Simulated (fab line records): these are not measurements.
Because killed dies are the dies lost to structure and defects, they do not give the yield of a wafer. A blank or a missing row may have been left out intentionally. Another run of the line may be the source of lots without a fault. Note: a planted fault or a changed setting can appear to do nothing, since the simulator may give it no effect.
Struck lot and sound lot, side by side	flow n5 finfet	15 steps out of a route of 1938
Sound: wafers L595.2, L595.5, L595.6. Struck: wafers L604.3, L604.5 (left out: L604.2, a lot-mate that was not struck); the cause follows at the end.
Per side, at each step with rows, come the tool, then ch with its chambers, and then its first start. Under that, the readings that differ: sound wafers	struck wafers	difference of the means	sigmas: that difference in standard deviations of wafers without a fault.
alike: readings with means less than 2 such deviations apart, plus words and numbers identical on both sides. not compared: withheld readings, readings lacking a value on some wafer, bounds such as >300 that could conceal the same value, and numbers that have no deviation in the record and whose values overlap.
A row with sigmas, a row that says differs or no value, or rows on one side alone: a step with any of these is where the two part. Non-overlapping numbers with no deviation appear without sigmas and do not part them. A reading missing from all wafers of one side parts the sides only when that side holds two or more wafers.

first, 2 steps without rows for these wafers: N5_STI_FIN_REVEAL_STRIP_35 (strips Si3N4 in H3PO4, target depth 4 nm, time 39 s); N5_STI_FIN_REVEAL_SRD_21 (time 30 s).
N5_STI_FIN_REVEAL_OXIDATION_33: chemistry O2 PLASMA REMOTE, time 20 s.
  sound on plasma asher-01 ch 0,1, day 4 12:43; struck on plasma asher-01 ch 0,1, day 6 18:01
  alike: drypump motor current A, heater power w, o2 flow sccm, temp c
  not compared: rf hours counter h
then, 2 steps without rows for these wafers: N5_STI_FIN_REVEAL_CLEAN_19 (cleans in O3/DIW, time 120 s); N5_STI_FIN_REVEAL_SRD_23 (time 30 s).
N5_STI_FIN_REVEAL_CD_MEAS_22: target cd 6.238 nm, pitch 28 nm.
  sound on cd sem-01 at day 4 12:53; struck on cd sem-03 at day 6 18:10
  alike: cd nm
N5_STI_FIN_REVEAL_FIN_H_MEAS_10:
  sound on ocd-02 at day 4 12:55; struck on ocd-01 at day 6 18:12
  alike: trench depth nm
then, 2 steps without rows for these wafers: N5_STI_FIN_REVEAL_PRECLEAN_18 (cleans in SC2, time 45 s); N5_STI_FIN_REVEAL_SRD_28 (time 30 s).
N5_STI_FIN_REVEAL_INSPECT_13: inspects for defects (darkfield).
  sound on defect inspect-02 at day 4 13:00; struck on defect inspect-01 at day 6 18:17
  alike: raw defect count
then, 2 steps without rows for these wafers: N5_DUMMY_GATE_PRECLEAN_00 (cleans in O3/DIW, time 60 s); N5_DUMMY_GATE_SRD_01 (time 30 s).
N5_DUMMY_GATE_ALD_02: deposits SiO2, target thk 2 nm, pulse time 1 s.
  sound on ald sin-02 ch 0,1,3, day 4 13:05; struck on ald sin-02 ch 0,3, day 6 18:23
reading	sound	struck	difference	sigmas
model.SiO2_of_DUMMY_GATE_ALD_02.thk nm (nm)	2 2 2	1.4 1.4	-0.6	
  alike: heater power w, precursor pulse height rel
then, 1 step without rows for these wafers: N5_DUMMY_GATE_CVD_03 (deposits a-Si from SiH4, target thk 150 nm, time 8042 s).
-- the record jumps here: 8 days lie between the struck wafers' starts before and after (it left off in module DUMMY_GATE and takes up again in module BEOL_M4, whose first step shown is number 1111 of the route) --
N5_BEOL_M4_RC_MEAS_101:
  sound on prober-02 ch 0, day 11 17:29; struck on prober-01 ch 0, day 14 13:50
  alike: DIBL_N, DIBL_P, IOFF_N, IOFF_P, ION_N, ION_P, SS_N, SS_P, VT_N, VT_P

== WHERE THEY PART ==
Nowhere in this record.

WHY: what had been put in by the simulator
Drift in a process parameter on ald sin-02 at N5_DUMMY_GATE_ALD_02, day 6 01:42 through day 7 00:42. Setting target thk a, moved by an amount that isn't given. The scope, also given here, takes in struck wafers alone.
